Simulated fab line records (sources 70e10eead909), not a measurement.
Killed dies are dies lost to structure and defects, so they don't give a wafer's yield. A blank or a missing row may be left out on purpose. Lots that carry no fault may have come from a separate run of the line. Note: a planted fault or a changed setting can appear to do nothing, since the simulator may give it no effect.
A struck lot beside a sound one -- flow nand-harc -- 21 out of 1302 route steps
Sound: the wafers L988.1, L988.2, L988.5. Wafers struck: L999.1, L999.2, L999.4. Last of all comes the cause.
Per side, at each step with rows, come the tool, then ch with its chambers, and then its first start. Under that, the readings that differ: sound wafers -- struck wafers -- difference of the means -- sigmas: that difference in standard deviations of wafers without a fault.
alike: words and numbers the same on both sides, and readings whose means are apart by under 2 such deviations; not compared: readings that were withheld, readings missing a value for some wafer, numbers with overlapping values and no deviation given by the record, and bounds like >300 which may hide the same value.
A row with sigmas, a row that says differs or no value, or rows on one side alone: a step with any of these is where the two part. Numbers that don't overlap but have no deviation are shown without sigmas and don't part them. Lack of a reading on every wafer of one side parts them only where that side has two or more wafers.

NHARC_P_CONTACT_CMP_24: polishes, t overpolish 30 s, target thk 200 nm.
  sound on cmp-01 ch 0,1,3, day 10 20:04; struck on cmp-04 ch 0,1,2, day 15 07:28
  alike: edge-zone-pressure-frac, motor-current-A, overpolish-run-s, slurry-flow-ml-min, time-to-endpoint-s
then, 1 step without rows for these wafers: NHARC_P_CONTACT_SRD_26.
NHARC_P_CONTACT_INSPECT_27:
  struck on defect-inspect-01, day 15 07:53; sound on defect-inspect-02, day 10 20:26
reading,sound,struck,difference,sigmas
raw-defect-count,562 582 451,125 164 90,-405,-3
then, 8 steps without rows for these wafers: NHARC_P_M0_DEP_00 (deposits SiOC, target thk 150 nm); NHARC_P_M0_DEHYDRATE_01 (time 120 s); NHARC_P_M0_HMDS_02 (time 30 s); NHARC_P_M0_COAT_33 (time 65 s); NHARC_P_M0_COAT_03 (resist thk 90 nm); NHARC_P_M0_SOFTBAKE_04 (time 55 s); NHARC_P_M0_EBR_05; NHARC_P_M0_EXPOSE_06 (exposes mask P M0, target cd 90 nm).
NHARC_P_M0_PEB_07: peb time 65 s.
  sound on litho-track-06 ch 0, day 10 21:16; struck on litho-track-04 ch 0, day 15 08:42
reading,sound,struck,difference,sigmas
chill-plate-temp-C (C),23.13 23.09 23.14,22.76 22.93 22.83,-0.28,-3
heater-power-total-W (W),156.9 156.9 156.6,159.0 160.1 159.2,+2.6,+6
plate-temp-C (C),99.70 99.87 99.85,101.37 101.40 101.42,+1.59,+13
then, 1 step without rows for these wafers: NHARC_P_M0_DEVELOP_08 (develop time 35 s).
NHARC_P_M0_CD_MEAS_09: the cd target is 90 nm.
  sound on cd-sem-02 ch 0, day 10 21:21; struck on cd-sem-02 ch 0, day 15 08:47
reading,sound,struck,difference,sigmas
cd-nm (nm),90.3 89.5 90.4,95.0 95.4 95.7,+5.3,+8
NHARC_P_M0_OVL_MEAS_10: pitch 180 nm.
  struck on overlay-01, day 15 08:52; sound on overlay-02, day 10 21:26
  alike: overlay-x-nm, overlay-y-nm
NHARC_P_M0_INSPECT_11:
  struck on defect-inspect-01, day 15 08:55; sound on defect-inspect-01, day 10 21:28
  alike: raw-defect-count
NHARC_P_M0_DESCUM_14: chemistry O2, time 3 s.
  sound on rie-diel-04 ch 0,2,3, day 10 21:33; struck on rie-diel-04 ch 0,1, day 15 08:58
reading,sound,struck,difference,sigmas
model.P_M0.cd-nm (nm),90.52 89.54 90.62,94.06 96.17 95.54,+5.03,
  alike: drypump-motor-current-A, oes-product-au, rf-vpp-V, showerhead-plenum-p-Torr, throttle-valve-pct
  not compared: rf-hours-counter-h
NHARC_P_M0_ETCH_34: etches the open film in N2/H2, target depth 40 nm, overetch 12 nm, time 43.94 s.
  sound on rie-diel-04 ch 0,1,2, day 10 21:38; struck on rie-diel-04 ch 0,3, day 15 09:04
  alike: drypump-motor-current-A, oes-product-au, rf-vpp-V, showerhead-plenum-p-Torr, throttle-valve-pct
  not compared: rf-hours-counter-h
NHARC_P_M0_ETCH_15: etches the open film in C4F8/Ar, target depth 150 nm, overetch 15 nm, time 82.5 s.
  sound on rie-diel-04 ch 0,2,3; struck on rie-diel-04 ch 0,1,3
reading,sound,struck,difference,sigmas
model.P_M0.cd-nm (nm),90.53 89.11 90.11,94.05 96.05 95.12,+5.16,
  alike: oes-product-au, rf-vpp-V
  not compared: rf-hours-counter-h
NHARC_P_M0_CD_MEAS_16:
  struck on cd-sem-01, day 15 09:19; sound on cd-sem-02, day 10 21:51
reading,sound,struck,difference,sigmas
cd-nm (nm),90.6 89.1 89.7,93.8 96.1 95.1,+5.2,+6
NHARC_END_SORT_01:
  the record has rows for the sound wafers here (prober-01 ch 0, day 30 16:33) and none for the struck ones

== WHERE THEY PART ==
Earliest at NHARC_P_CONTACT_INSPECT_27; latest, in this record, at NHARC_END_SORT_01.

WHY: what the simulator had put in
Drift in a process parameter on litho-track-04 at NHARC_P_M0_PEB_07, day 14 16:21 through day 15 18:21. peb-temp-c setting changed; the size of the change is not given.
